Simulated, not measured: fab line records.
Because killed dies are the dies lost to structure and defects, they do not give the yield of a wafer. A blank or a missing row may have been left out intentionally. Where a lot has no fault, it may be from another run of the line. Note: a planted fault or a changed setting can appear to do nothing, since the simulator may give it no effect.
Comparing a struck lot with a sound one | flow n5_finfet | 37 out of 1938 route steps
Sound: wafers L931.1, L931.2, L931.3. Struck: wafer L946.4 (left out: L946.5, L946.6 of the same lot, which were not struck); the cause appears at the end.
Per side, at each step with rows, come the tool, then ch with its chambers, and then its first start. Under that, the readings that differ: sound wafers | struck wafers | difference of the means | sigmas: that difference in standard deviations of wafers without a fault.
alike: readings with means less than 2 such deviations apart, plus words and numbers identical on both sides. not compared: withheld readings, readings lacking a value on some wafer, bounds such as >300 that could conceal the same value, and numbers that have no deviation in the record and whose values overlap.
A row with sigmas, a row that says differs or no value, or rows on one side alone: a step with any of these is where the two part. Non-overlapping numbers with no deviation appear without sigmas and do not part them. Lack of a reading on every wafer of one side parts them only where that side has two or more wafers.

first, 8 steps without rows for these wafers: N5_BEOL_M0_ECD_118 (material Cu, target thk 300 nm); N5_BEOL_M0_ANNEAL_119 (time 90 s); N5_BEOL_M0_CMP_120 (polishes, stops on SiOC, t overpolish 6.9 s); N5_BEOL_M0_PRE_CLEAN_131 (time 15 s); N5_BEOL_M0_CO_CAP_123 (material Co, precursor CCTBA/H2, target thk 2 nm, time 102.1 s); N5_BEOL_M0_PRE_CLEAN_124 (time 15 s); N5_BEOL_M0_DEP_125 (deposits SiCN from 3MS/NH3, target thk 8 nm, time 14 s); N5_BEOL_M1_ILD_DEP_00 (deposits SiOC from DEMS/O2, target thk 79 nm, time 15.3 s).
N5_BEOL_M1_PECVD_72: deposits SiO2 from TEOS/O2, target thk 16 nm, time 18 s.
  sound on pecvd-04 ch 0,1,2, day 6 20:26; struck on pecvd-04 ch 0, day 10 16:58
  reading                                    | sound          | struck | difference | sigmas
  model.SiO2_of_BEOL_M1_PECVD_72.thk_nm (nm) | 15.8 15.8 16.2 | 13.2   | -2.7       |
  alike: chamber_pressure_Torr, heater_power_w, showerhead_plenum_p_Torr, throttle_valve_pct
  not compared: rf_fwd_power_W
then, 25 steps without rows for these wafers: N5_BEOL_M1_HM_DEP_02 (deposits TiN, target thk 20 nm); N5_BEOL_M1_COAT_61 (time 60 s, resist thk 60 nm); N5_BEOL_M1_COAT_62 (time 60 s, resist thk 12 nm); N5_BEOL_M1_COAT_73 (time 60 s, resist thk 5 nm); N5_BEOL_M1_COAT_05 (resist thk 30 nm); N5_BEOL_M1_EBR_07; N5_BEOL_M1_SOFTBAKE_06 (time 60 s); N5_BEOL_M1_EXPOSE_08 (exposes mask M1); N5_BEOL_M1_PEB_09 (peb time 60 s); N5_BEOL_M1_DEVELOP_10 (develop time 30 s); N5_BEOL_M1_DESCUM_16 (chemistry O2, time 7 s); N5_BEOL_M1_ETCH_74 (etches underlayer in N2/H2, target depth 6.5 nm, time 5.2 s); N5_BEOL_M1_ETCH_63 (etches SiARC in CF4, target depth 15.6 nm, time 26 s); N5_BEOL_M1_ETCH_64 (etches SOC in N2/H2, target depth 75 nm, overetch 15 nm, time 112.5 s); N5_BEOL_M1_STRIP_65 (strips in N2/H2); N5_BEOL_M1_STRIP_75 (strips in N2/H2); N5_BEOL_M1_STRIP_66 (strips in CF4); N5_BEOL_M1_HM_OPEN_17 (chemistry Cl2/BCl3, target TiN, target depth 20 nm, overetch 6 nm); N5_BEOL_M1_STRIP_19 (strips in O2); N5_BEOL_M1_COAT_67 (time 60 s, resist thk 60 nm); N5_BEOL_M1_COAT_68 (time 60 s, resist thk 12 nm); N5_BEOL_M1_COAT_76 (time 60 s, resist thk 5 nm); N5_BEOL_M1_COAT_22 (resist thk 30 nm); N5_BEOL_M1_EBR_24; N5_BEOL_M1_SOFTBAKE_23 (time 60 s).
N5_BEOL_M1_HM_STRIP_39: strips TiN in peroxide tin strip, target depth 25 nm, time 158 s.
  sound on wet_bench-06 ch 1,3,6, day 7 00:01; struck on wet_bench-06 ch 2, day 11 02:35
  reading                                    | sound        | struck | difference | sigmas
  model.SiO2_of_BEOL_M1_PECVD_72.thk_nm (nm) | 15.8 15.8 16 | 13     | -3         |
N5_BEOL_M1_CMP_52: polishes, stops on SiOC, t overpolish 6.8 s, target thk 40 nm.
  sound on cmp-04 ch 0,1,2, day 7 04:52; struck on cmp-02 ch 1, day 11 06:23
  reading                      | sound             | struck | difference | sigmas
  barrier_field_endpoint_s (s) | 24.6 25.6 25.1    | 21.2   | -3.9       | -6
  motor_current_A (A)          | 6.4 5.8 5.4       | 7.4    | +1.5       | +2
  platen_rpm (rpm)             | 50.03 50.03 50.02 | 49.94  | -0.09      | -2
  alike: retaining_ring_pressure_frac
N5_BEOL_M4_RC_MEAS_101:
  sound on prober-02 ch 0, day 9 11:38; struck on prober-01 ch 0, day 13 06:04
  alike: DIBL_N, DIBL_P, IOFF_N, IOFF_P, ION_N, ION_P, SS_N, SS_P, VT_N, VT_P

## WHERE THEY PART
Within this record, at N5_BEOL_M1_CMP_52 only. Later steps at which nothing parts them and some readings are alike: N5_BEOL_M4_RC_MEAS_101.

WHY: the cause the simulator had injected
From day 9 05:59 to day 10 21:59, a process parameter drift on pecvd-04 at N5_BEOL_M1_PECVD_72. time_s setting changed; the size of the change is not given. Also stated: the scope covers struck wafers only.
